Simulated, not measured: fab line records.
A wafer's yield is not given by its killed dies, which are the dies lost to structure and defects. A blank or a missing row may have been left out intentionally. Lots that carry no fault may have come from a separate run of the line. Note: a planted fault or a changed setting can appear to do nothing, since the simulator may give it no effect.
Matching of chambers | flow nandHarc | NHARC_A_STAIRCASE_ETCH_225 on rieDiel-01 has 4 sister chambers
The step etches the open film in C4F8/O2, target depth 100 nm, time 40.5 s. 14 wafers are shown with their chamber, then 7 later ones without.

## WAFERS, EACH WITH ITS CHAMBER
wafer  | chamber | rfVppV (V) | biasW (W) | oesProductAu (a.u.)
L935.1 | 0       | 904        | 999.4     | 0.945
L935.3 | 1       | 899        | 998.6     | 0.951
L935.5 | 2       | 893        | 997.7     | 0.946
L937.1 | 0       | 904        | 994.8     | 0.956
L937.3 | 3       | 898        | 1000.1    | 0.948
L937.4 | 1       | 899        | 1000.8    | 0.941
L949.1 | 2       | 894        | 998.2     | 0.934
L949.2 | 3       | 897        | 1000.7    | 0.963
L949.3 | 1       | 897        | 1001.8    | 0.942
L951.1 | 3       | 898        | 1003.0    | 0.966
L951.2 | 0       | 901        | 996.4     | 0.958
L951.5 | 0       | 904        | 993.7     | 0.957
L950.1 | 2       | 893        | 1001.1    | 0.941
L950.4 | 3       | 898        | 1002.4    | 0.955

SIGNATURES, as means of the wafers listed above
reading      | chamber 0 | chamber 1 | chamber 2 | chamber 3 | scatter within a chamber
rfVppV       | 903.25    | 898.33    | 893.33    | 897.75    | 1.04
biasW        | 996.075   | 1000.400  | 999.000   | 1001.550  | 1.9
oesProductAu | 0.95400   | 0.94467   | 0.94033   | 0.95800   | 0.00664
Rule: a wafer's distance from a chamber is the root of the sum, over the readings, of the square of ((its reading less the chamber's mean) divided by the reading's scatter). If the next closest chamber is less than 2 further off than the closest, the wafer can't be placed; otherwise it belongs to the closest. The scatter: take each reading less its chamber's mean, square it, sum over the shown wafers, divide by the number of wafers less the number of chambers, and take the root.

## WAFERS WITHOUT THEIR CHAMBER
wafer  | rfVppV (V) | biasW (W) | oesProductAu (a.u.)
L950.6 | 899        | 999.8     | 0.945
L953.1 | 897        | 999.2     | 0.955
L953.3 | 896        | 999.9     | 0.960
L953.6 | 903        | 1001.7    | 0.947
L957.3 | 899        | 998.5     | 0.939
L957.4 | 903        | 1006.0    | 0.943
L957.6 | 897        | 996.0     | 0.947

## CHAMBER TAKEN BY EACH
wafer  | from the rows above          | in truth
L950.6 | can't be placed: 1 or 3      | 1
L953.1 | can't be placed: 3 or 1      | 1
L953.3 | can't be placed: 3 or 1      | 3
L953.6 | can't be placed: 0 or 1      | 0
L957.3 | 1                            | 1
L957.4 | can't be placed: 1 or 0 or 3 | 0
L957.6 | can't be placed: 1 or 3 or 2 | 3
1 of 7 placed correctly. These rows do not allow placing 6 (true chamber among the candidates in 6). Wrongly placed: 0.
